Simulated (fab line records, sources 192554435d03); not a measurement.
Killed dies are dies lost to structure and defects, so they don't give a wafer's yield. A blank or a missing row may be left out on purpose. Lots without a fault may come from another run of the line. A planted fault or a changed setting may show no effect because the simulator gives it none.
Chamber matching | flow n5_finfet | N5_BEOL_M10_ETCH_65 on rie_diel-01: 4 sister chambers
The step etches SiARC in CF4, target depth 39 nm, time 65 s. 8 wafers are shown with their chamber, then 7 later ones without.

WAFERS WITH THEIR CHAMBER
wafer  | chamber | drypump_motor_current_A (A) | showerhead_plenum_p_Torr (Torr)
L078.2 | 1       | 6.4                         | 2.09
L085.4 | 2       | 5.4                         | 2.19
L085.6 | 3       | 5.1                         | 1.94
L089.2 | 0       | 6.2                         | 2.04
L089.3 | 3       | 5.1                         | 1.94
L089.5 | 2       | 5.4                         | 2.18
L090.2 | 0       | 6.2                         | 2.04
L090.4 | 1       | 6.5                         | 2.08

WAFERS WITHOUT THEIR CHAMBER
wafer  | drypump_motor_current_A (A) | showerhead_plenum_p_Torr (Torr)
L090.6 | 5.2                         | 1.94
L088.2 | 5.4                         | 2.18
L088.3 | 6.5                         | 2.08
L088.6 | 6.2                         | 2.04
L097.1 | 5.4                         | 2.18
L097.5 | 5.1                         | 1.94
L097.6 | 5.4                         | 2.18

WHICH CHAMBER EACH WENT THROUGH
wafer  | from the rows above | in truth
L090.6 | 3                   | 3
L088.2 | 2                   | 2
L088.3 | 1                   | 1
L088.6 | 0                   | 0
L097.1 | 2                   | 2
L097.5 | 3                   | 3
L097.6 | 2                   | 2
Placed correctly: 7 of 7. Can't be placed from these rows: 0. Placed wrongly: 0.
How it was worked out, from the rows above alone: a wafer's distance from a chamber is the root of the sum, over the readings, of the square of ((its reading less the chamber's mean) divided by the reading's scatter). The wafer belongs to the nearest chamber; if the next one is less than 2 further off, it can't be placed. A chamber's mean is the mean of its shown wafers. The scatter: the root of (the sum of the squares of (reading less its chamber's mean) over the shown wafers, divided by (wafers less chambers)).
